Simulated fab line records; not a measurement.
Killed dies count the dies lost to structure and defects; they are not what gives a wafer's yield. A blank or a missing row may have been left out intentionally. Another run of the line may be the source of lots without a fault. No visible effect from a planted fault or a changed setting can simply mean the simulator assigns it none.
Which of the tools did it? + flow n5Finfet + 30 wafers from 11 lots sampled at 3 of the route's 1938 steps

## WHAT THE GAUGES READ, wafer by wafer
N5_PASSIVATION_OVL_MEAS_66.
| lot  | measured     | on         | PASS_OPEN_OVL (nm) |
|------|--------------|------------|--------------------|
| L244 | day 11 23:28 | overlay-02 | 5 1 -2             |
| L246 | day 12 12:56 | overlay-02 | 5 -1               |
| L245 | day 12 20:24 | overlay-02 | 5 -2 -3            |
| L252 | day 13 21:31 | overlay-02 | -7 2 -2            |
| L253 | day 15 03:28 | overlay-01 | -15 -5 -7          |
| L258 | day 15 17:58 | overlay-01 | 1 -3               |
| L262 | day 18 09:31 | overlay-01 | -6 -6 -4           |
| L264 | day 17 13:16 | overlay-02 | -1 -5 5            |
| L261 | day 17 20:41 | overlay-02 | -5 -7              |
| L265 | day 18 13:10 | overlay-01 | -1 0 4             |
| L266 | day 18 21:08 | overlay-01 | -3 -2 -1           |

## TOOL THAT RAN EACH LOT (tool first, then ch and the chambers of the sampled wafers, then the start)
| lot  | N5_BEOL_M6_ETCH_66                | N5_PASSIVATION_AL_ETCH_33        |
|------|-----------------------------------|----------------------------------|
| L244 | rieDiel-02 ch 1,2, day 8 17:44    | rieMetal-02 ch 1, day 11 21:52   |
| L246 | rieDiel-02 ch 1,2, day 9 06:42    | rieMetal-02 ch 0,1, day 12 11:35 |
| L245 | rieDiel-05 ch 0,3, day 9 10:25    | rieMetal-01 ch 0,1, day 12 18:49 |
| L252 | rieDiel-02 ch 0,2,3, day 10 16:14 | rieMetal-03 ch 0,1, day 13 19:55 |
| L253 | rieDiel-02 ch 0,1,3, day 11 07:20 | rieMetal-01 ch 0,1, day 15 01:52 |
| L258 | rieDiel-01 ch 0,2, day 12 12:43   | rieMetal-03 ch 1, day 15 16:23   |
| L262 | rieDiel-05 ch 0,2,3, day 13 23:05 | rieMetal-02 ch 0,1, day 18 07:47 |
| L264 | rieDiel-01 ch 1,2,3, day 14 05:35 | rieMetal-02 ch 0,1, day 17 11:24 |
| L261 | rieDiel-02 ch 0,2, day 14 13:49   | rieMetal-01 ch 0,1, day 17 18:59 |
| L265 | rieDiel-02 ch 0,3, day 14 19:35   | rieMetal-03 ch 0,1, day 18 11:26 |
| L266 | rieDiel-02 ch 1,2, day 15 12:05   | rieMetal-01 ch 0,1, day 18 19:17 |
- N5_BEOL_M6_ETCH_66: etches SOC in N2/H2, target depth 80 nm, overetch 16 nm, time 120 s.
- N5_PASSIVATION_AL_ETCH_33: etches Al in Cl2/BCl3, stops on TaN, target depth 2800 nm, time 466.7 s.

## AS READ BY THE TOOLS THEMSELVES (means over the sampled wafers that have a number; for cases with no such wafer, the mark the record gives instead)
N5_BEOL_M6_ETCH_66.
| lot  | tool       | drypumpMotorCurrentA (A) | oesProductAu (a.u.) | rfVppV (V) | showerheadPlenumPTorr (Torr) | throttleValvePct (%) |
|------|------------|--------------------------|---------------------|------------|------------------------------|----------------------|
| L244 | rieDiel-02 | 5.9                      | 0.64                | 528.1      | 2.67                         | 17.64                |
| L246 | rieDiel-02 | 5.7                      | 0.62                | 527.6      | 2.67                         | 17.70                |
| L245 | rieDiel-05 | 5.2                      | 0.64                | 523.1      | 2.55                         | 18.07                |
| L252 | rieDiel-02 | 5.5                      | 0.60                | 524.9      | 2.59                         | 17.81                |
| L253 | rieDiel-02 | 5.0                      | 0.58                | 524.9      | 2.60                         | 17.95                |
| L258 | rieDiel-01 | 5.6                      | 0.65                | 527.2      | 2.64                         | 17.63                |
| L262 | rieDiel-05 | 5.2                      | 0.64                | 524.1      | 2.54                         | 17.94                |
| L264 | rieDiel-01 | 5.5                      | 0.59                | 525.4      | 2.59                         | 18.03                |
| L261 | rieDiel-02 | 5.7                      | 0.58                | 524.7      | 2.59                         | 17.77                |
| L265 | rieDiel-02 | 5.1                      | 0.55                | 523.7      | 2.55                         | 18.02                |
| L266 | rieDiel-02 | 5.4                      | 0.58                | 527.6      | 2.66                         | 17.83                |

N5_PASSIVATION_AL_ETCH_33.
| lot  | tool        | drypumpMotorCurrentA (A) | oesProductAu (a.u.) | throttleValvePct (%) |
|------|-------------|--------------------------|---------------------|----------------------|
| L244 | rieMetal-02 | 6.3                      | 0.68                | 33.5                 |
| L246 | rieMetal-02 | 5.9                      | 0.67                | 33.8                 |
| L245 | rieMetal-01 | 5.4                      | 0.82                | 34.6                 |
| L252 | rieMetal-03 | 5.8                      | 0.69                | 34.3                 |
| L253 | rieMetal-01 | 5.3                      | 0.77                | 34.4                 |
| L258 | rieMetal-03 | 5.9                      | 0.68                | 34.5                 |
| L262 | rieMetal-02 | 5.9                      | 0.64                | 33.8                 |
| L264 | rieMetal-02 | 6.1                      | 0.65                | 33.7                 |
| L261 | rieMetal-01 | 5.3                      | 0.77                | 34.5                 |
| L265 | rieMetal-03 | 5.7                      | 0.66                | 34.2                 |
| L266 | rieMetal-01 | 5.4                      | 0.77                | 34.6                 |

## THE ANSWER, worked out from the rows above alone
Rule: usual is defined by the lots themselves. The widest of any qualifying gaps counts: lots, ordered by their means at a reading, are off when they make up no more than a third of the lots, leave a main group of 4 or more, and stand apart from it by 3 or more times the standard deviation of that group's means. A main group whose means are all the same, to the digits that the tables above print for the reading, isn't used. A lot without any number at a reading at which 4 lots or more have one is off too. The other lots that the step has rows for count as sound. The gauges are gone through in route order, then the tools' own readings, and for those a lot's mean is taken as printed above. At the first step where some lot is off, the reading lying furthest off is the one used; lots without a number count as furthest.
None of the lots is off at any reading shown; this tells nothing.

## WHAT THE SIMULATOR HAD PUT IN
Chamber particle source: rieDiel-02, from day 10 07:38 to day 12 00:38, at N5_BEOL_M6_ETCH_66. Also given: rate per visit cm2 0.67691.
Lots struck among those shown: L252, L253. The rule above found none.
